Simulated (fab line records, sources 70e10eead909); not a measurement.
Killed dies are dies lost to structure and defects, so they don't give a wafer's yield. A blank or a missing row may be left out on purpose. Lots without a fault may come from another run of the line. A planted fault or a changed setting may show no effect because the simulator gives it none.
fab line records | flow nand_harc
record lots=13 wafers=39 last_day=33
route steps=1302 shown A_SGD_CUT@905 A_SLIT@928
lots that met no fault: from a run of the same line without faults
start_h: hours from the record's first day to the start of the lot's first wafer shown | wait_h: hours since the lot's step before | " the same as in the row above | L1.1+2: a row that stands for several wafers | - no value, or no start given | * or withheld: withheld | < > ~ a bound
route shown NAME@n: a module of which the file shows steps, and the number in the route of the first | usual: mean/standard deviation of fault-free wafers | same: alike in all rows | chamber/n: place in a boat | sites: the reading at each site | _std_site: their standard deviation | _edge_site: outer sites' mean less inner sites' | radius_mm: how far each site lies from the wafer's centre | mask NAME#n: copy n | behind: the tool/chamber that last shaped the wafer | hold: why the lot was held/for how many hours/how that ended | device: the transistor (n, p or np) that didn't switch | end of line: the same wafers' tests at the end of the route | a step without rows: its recipe alone | killed: dies lost to structure and defects at the first sort, not the wafer's yield | map: a wafer's dies, x killed, . not, _ none there
set.NAME: the setting as run; set.NAME@STEP: as run at that earlier step | model.NAME: the simulator's own value behind a step, which no gauge read
steps of the route over a sample of lots; a table a step, a row a wafer
services: from which hour (start_h, from the record's first day; less than 0 if before it) a tool's chamber was out of use, for how many hours, and why
## steps
# step NHARC_A_SGD_CUT_ETCH_58
# recipe target_depth_a=390 over_etch_frac=0.3 time_s=65 ion_energy_ev=80 cf4_flow_sccm=150 ar_flow_sccm=0 rf_w=300 bias_w=100 chemistry=CF4
# usual drypump_motor_current_A=6.2/0.41 oes_product_au=0.995/0.011 rf_fwd_power_W=297.4/1.3 rf_vpp_V=151.2/1.3 showerhead_plenum_p_Torr=1.77/0.077 throttle_valve_pct=13.284/0.01
# columns lot.wafer tool chamber start_h wait_h drypump_motor_current_A oes_product_au rf_fwd_power_W rf_hours_counter_h rf_vpp_V showerhead_plenum_p_Torr throttle_valve_pct
L590.4 rie_diel-07 2 466.62 0.1 5.9 1.003 297.4 13 152.4 1.77 13.280
L590.6 " 0 " " 5.7 0.994 297.1 - 149.6 1.73 13.292
L590.5 " 1 " " 6.2 1.000 297.4 - 150.0 1.65 13.307
L589.3 rie_diel-02 0 481.19 0.1 6.6 1.012 296.6 5 150.7 1.75 13.297
L589.1 " 2 " " 6.3 0.983 297.6 6 151.0 1.79 13.286
L589.6 " 1 " " 5.8 0.987 299.0 - 150.4 1.74 13.267
L592.3 rie_diel-12 1 520.39 0.1 6.6 1.003 294.8 2 152.6 1.84 13.273
L592.4 " 2 " " 5.1 1.008 296.0 3 154.3 1.88 13.290
L592.5 " 1 " " 6.6 1.014 296.8 - 152.4 1.84 13.261
L597.2 rie_diel-12 3 543.90 0.1 6.3 1.011 297.3 4 152.4 1.90 13.293
L597.3 " 2 " " 5.2 1.011 297.1 4 154.3 1.88 13.291
L597.5 " 3 " " 6.4 1.002 298.1 - 153.7 1.90 13.288
L599.1 rie_diel-12 0 565.44 0.1 6.5 0.982 297.2 4 148.5 1.65 13.287
L599.3 " 2 " " 5.2 1.007 295.7 5 152.9 1.88 13.281
L599.2 " 3 " " 6.4 0.990 298.0 5 153.1 1.90 13.268
L601.2 rie_diel-12 3 579.55 0.1 6.4 0.989 297.7 6 151.4 1.89 13.286
L601.4 " 0 " " 6.5 0.994 298.7 5 149.8 1.65 13.285
L601.5 " 1 " " 6.6 1.001 295.3 - 152.6 1.84 13.290
L603.3 rie_diel-12 1 589.63 0.1 6.6 0.997 295.3 6 152.0 1.84 13.274
L603.1 " 0 " " 6.4 0.993 298.6 6 149.9 1.65 13.283
L603.5 " 1 " " 6.6 0.995 295.9 - 154.0 1.84 13.286
L604.1 rie_diel-12 3 612.14 0.1 6.4 0.986 296.8 8 154.2 1.89 13.287
L604.2 " 0 " " 6.5 0.988 298.7 7 149.9 1.65 13.283
L604.5 " 0 " " 6.5 0.995 298.4 - 149.4 1.65 13.298
L605.1 rie_diel-07 3 623.35 0.1 6.6 0.995 298.7 12 150.8 1.76 13.289
L605.4 " 1 " " 6.2 0.993 296.0 12 150.1 1.65 13.294
L605.3 " 2 " " 6.0 0.997 298.7 12 150.9 1.77 13.287
L607.4 rie_diel-02 2 637.43 0.1 6.3 0.989 297.7 3 151.6 1.79 13.287
L607.3 " 1 " " 5.7 0.957 295.5 3 150.1 1.74 13.279
L607.5 " 2 " " 6.3 0.988 295.9 - 150.9 1.79 13.284
L606.2 rie_diel-12 2 637.72 0.1 5.2 0.991 295.6 1 153.6 1.88 13.276
L606.4 " 0 " " 6.4 1.003 299.9 0 152.0 1.65 13.283
L606.6 " 2 " " 5.2 0.992 296.4 - 152.2 1.88 13.288
L608.4 rie_diel-02 1 647.71 0.1 5.7 0.971 297.1 4 150.2 1.74 13.281
L608.1 " 0 " " 6.6 0.977 299.0 4 151.9 1.75 13.278
L608.5 " 2 " " 6.3 0.996 297.3 - 151.0 1.79 13.290
L609.3 rie_diel-07 3 667.65 0.1 6.6 1.006 297.0 1 150.6 1.76 13.251
L609.1 " 1 " " 6.2 0.993 297.3 1 149.8 1.65 13.287
L609.2 " 2 " " 5.9 1.006 297.1 1 152.4 1.77 13.286
# step NHARC_A_SGD_CUT_THK_MEAS_22
# recipe thk_meas_gauge=ellipsometry
# usual thk_nm=148.3/1.3
# columns lot.wafer tool chamber start_h wait_h thk_nm
L590.4 film_metro-02 - 472.06 0.2 146.7
L590.5 " - " " 148.2
L590.6 " - " " 148.4
L589.1 film_metro-01 - 487.38 0.2 150.1
L589.3 " - " " 148.5
L589.6 " - " " 149.4
L592.3 film_metro-02 - 526.46 0.2 149.4
L592.4 " - " " 147.5
L592.5 " - " " 147.0
L597.2 film_metro-01 - 549.85 0.2 150.0
L597.3 " - " " 148.8
L597.5 " - " " 149.0
L599.1 film_metro-01 - 571.74 0.2 150.9
L599.2 " - " " 149.1
L599.3 " - " " 148.7
L601.2 film_metro-01 - 585.84 0.2 148.4
L601.4 " - " " 147.6
L601.5 " - " " 150.5
L603.1 film_metro-02 - 595.54 0.2 148.6
L603.3 " - " " 145.3
L603.5 " - " " 147.9
L604.1 film_metro-01 - 618.34 0.2 148.6
L604.2 " - " " 148.8
L604.5 " - " " 147.3
L605.1 film_metro-02 - 629.42 0.2 150.2
L605.3 " - " " 150.1
L605.4 " - " " 148.7
L606.2 film_metro-01 - 643.74 0.2 146.5
L606.4 " - " " 148.7
L606.6 " - " " 147.8
L607.3 film_metro-02 - 643.75 0.2 148.8
L607.4 " - " " 146.9
L607.5 " - " " 149.4
L608.1 film_metro-02 - 653.77 0.2 148.6
L608.4 " - " " 145.2
L608.5 " - " " 149.8
L609.1 film_metro-01 - 673.58 0.2 145.4
L609.2 " - " " 144.8
L609.3 " - " " 147.8
# step NHARC_A_SGD_CUT_INSPECT_25
# usual raw_defect_count=351/63
# columns lot.wafer tool chamber start_h wait_h raw_defect_count
L590.4 defect_inspect-01 - 472.56 - 374
L590.5 " - " " 359
L590.6 " - " " 408
L589.1 defect_inspect-02 - 487.85 - 417
L589.3 " - " " 351
L589.6 " - " " 401
L592.3 defect_inspect-02 - 526.92 - 392
L592.4 " - " " 482
L592.5 " - " " 334
L597.2 defect_inspect-01 - 550.31 - 454
L597.3 " - " " 345
L597.5 " - " " 376
L599.1 defect_inspect-01 - 572.24 - 328
L599.2 " - " " 262
L599.3 " - " " 352
L601.2 defect_inspect-01 - 586.31 - 367
L601.4 " - " " 326
L601.5 " - " " 407
L603.1 defect_inspect-01 - 596.00 - 410
L603.3 " - " " 322
L603.5 " - " " 413
L604.1 defect_inspect-02 - 618.84 - 278
L604.2 " - " " 281
L604.5 " - " " 329
L605.1 defect_inspect-01 - 629.88 - 271
L605.3 " - " " 382
L605.4 " - " " 414
L606.2 defect_inspect-01 - 644.21 - 268
L606.4 " - " " 253
L606.6 " - " " 259
L607.3 defect_inspect-02 - 644.21 - 296
L607.4 " - " " 344
L607.5 " - " " 323
L608.1 defect_inspect-01 - 654.23 - 235
L608.4 " - " " 267
L608.5 " - " " 265
L609.1 defect_inspect-01 - 674.08 - 229
L609.2 " - " " 340
L609.3 " - " " 355
# step NHARC_A_SLIT_SOFTBAKE_04
# recipe temp_c=105 time_s=55
# usual heater_power_total_W=188.45/0.14
# columns lot.wafer tool chamber start_h wait_h heater_power_total_W
L590.4 litho_track-04 0 477 - 188.52
L590.5 " 0 " " 188.66
L590.6 " 0 " " 188.39
L589.1 litho_track-04 0 493 - 188.36
L589.3 " 0 " " 188.44
L589.6 " 0 " " 188.32
L592.3 litho_track-01 0 532 - 188.37
L592.4 " 0 " " 188.50
L592.5 " 0 " " 188.46
L597.2 litho_track-01 0 555 - 184.95
L597.3 " 0 " " 184.95
L597.5 " 0 " " 185.29
L599.1 litho_track-01 0 577 - 185.23
L599.2 " 0 " " 185.13
L599.3 " 0 " " 185.38
L601.2 litho_track-06 0 591 - 188.75
L601.4 " 0 " " 188.64
L601.5 " 0 " " 188.49
L603.1 litho_track-06 0 600 - 188.36
L603.3 " 0 " " 188.30
L603.5 " 0 " " 188.47
L604.1 litho_track-04 0 626 - 188.59
L604.2 " 0 " " 188.70
L604.5 " 0 " " 188.21
L605.1 litho_track-04 0 634 - 188.48
L605.3 " 0 " " 188.47
L605.4 " 0 " " 188.34
L606.2 litho_track-01 0 648 - 188.48
L606.4 " 0 " " 188.35
L606.6 " 0 " " 188.32
L607.3 litho_track-06 0 649 - 188.62
L607.4 " 0 " " 188.35
L607.5 " 0 " " 188.27
L608.1 litho_track-01 0 659 - 188.35
L608.4 " 0 " " 188.38
L608.5 " 0 " " 188.28
L609.1 litho_track-06 0 680 - 188.57
L609.2 " 0 " " 188.38
L609.3 " 0 " " 188.31
## services
# columns tool chamber start_h hours kind
rie_diel-12 - 445.44 9.0 pm
rie_diel-12 0 445.44 9.0 vent_cycle
rie_diel-12 1 445.44 9.0 vent_cycle
rie_diel-12 2 445.44 9.0 vent_cycle
rie_diel-12 1 468.97 13.8 repair
rie_diel-07 - 471.25 9.0 pm
rie_diel-12 1 486.41 3.3 repair
rie_diel-12 0 499.39 4.0 repair
litho_track-01 - 505.00 7.0 pm
rie_diel-07 0 509.67 16.4 repair
litho_track-06 - 529.00 7.0 pm
litho_track-04 - 553.00 7.0 pm
rie_diel-02 1 554.78 3.2 repair
rie_diel-07 0 567.61 10.3 repair
rie_diel-02 2 568.63 9.9 repair
rie_diel-02 - 570.70 9.0 pm
rie_diel-12 2 599.80 17.9 repair
rie_diel-02 2 610.96 14.5 repair
rie_diel-12 - 622.44 9.0 pm
rie_diel-02 - 645.04 0.2 repair
rie_diel-07 - 648.25 9.0 pm
rie_diel-02 - 659.07 0.2 repair
rie_diel-12 1 673.73 1.6 repair
litho_track-01 - 680.00 7.0 pm
## key
first_sign step=NHARC_A_SLIT_SOFTBAKE_04 reading=heater_power_total_W direction=down sigmas=24 usual=* struck=*
effect none on later readings
met_at NHARC_A_SLIT_SOFTBAKE_04
struck_lots L597,L599
tester_left_out L597,L599
not_acting_at NHARC_A_SGD_CUT_ETCH_58,NHARC_A_SGD_CUT_THK_MEAS_22,NHARC_A_SGD_CUT_INSPECT_25
onset_between 532 555
fault kind=process_parameter_drift tool=litho_track-01 chamber=- onset_h=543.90 steps=NHARC_A_SLIT_SOFTBAKE_04 channel=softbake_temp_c offset=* shape=step end_h=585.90 acts_in=* stated=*
# tester_left_out: of these lots the tester's yield and bins aren't shown, on N5 and GAA mostly nor the transistor test; their killed dies are dies lost to structure and defects alone, not to doping, threshold or leakage, so they don't give the yield
